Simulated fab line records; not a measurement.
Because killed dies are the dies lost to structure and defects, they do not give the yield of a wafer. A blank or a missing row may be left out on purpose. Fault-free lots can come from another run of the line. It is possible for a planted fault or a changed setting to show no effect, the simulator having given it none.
Chamber matching + flow nand harc + rie diel-01 running NHARC_A_CHANNEL_FILL_D1_ETCHBACK_20: 4 sister chambers
The step etches the open film in C4F8/O2/Ar, target depth 27 nm, time 13.5 s. 4 wafers are shown with their chamber, then 12 later ones without.

EACH WAFER AND ITS CHAMBER
| wafer  | chamber | rf vpp V (V) |
|--------|---------|--------------|
| L089.3 | 3       | 971          |
| L089.6 | 0       | 987          |
| L089.2 | 2       | 976          |
| L089.5 | 1       | 981          |

WAFERS MISSING THEIR CHAMBER
| wafer  | rf vpp V (V) |
|--------|--------------|
| L092.1 | 970          |
| L092.3 | 980          |
| L092.4 | 975          |
| L096.2 | 971          |
| L096.4 | 975          |
| L096.5 | 986          |
| L094.1 | 971          |
| L094.4 | 986          |
| L094.6 | 982          |
| L095.1 | 980          |
| L095.3 | 976          |
| L095.6 | 980          |

WHICH CHAMBER EACH ONE RAN IN
| wafer  | from the rows above | in truth |
|--------|---------------------|----------|
| L092.1 | 3                   | 3        |
| L092.3 | 1                   | 1        |
| L092.4 | 2                   | 2        |
| L096.2 | 3                   | 3        |
| L096.4 | 2                   | 2        |
| L096.5 | 0                   | 0        |
| L094.1 | 3                   | 3        |
| L094.4 | 0                   | 0        |
| L094.6 | 1                   | 1        |
| L095.1 | 1                   | 1        |
| L095.3 | 2                   | 2        |
| L095.6 | 1                   | 1        |
12 of 12 placed correctly. From these rows, 0 cannot be placed. 0 placed wrongly.
How it was worked out, from the rows above alone: a wafer's distance from a chamber is the root of the sum, over the readings, of the square of ((its reading less the chamber's mean) divided by the reading's scatter). The wafer belongs to the nearest chamber; if the next one is less than 2 further off, it can't be placed. Each chamber's mean is taken over the wafers shown for it. The scatter: with one shown wafer a chamber, the root of the mean of the squares of how far each hidden wafer lies from its nearest shown one.
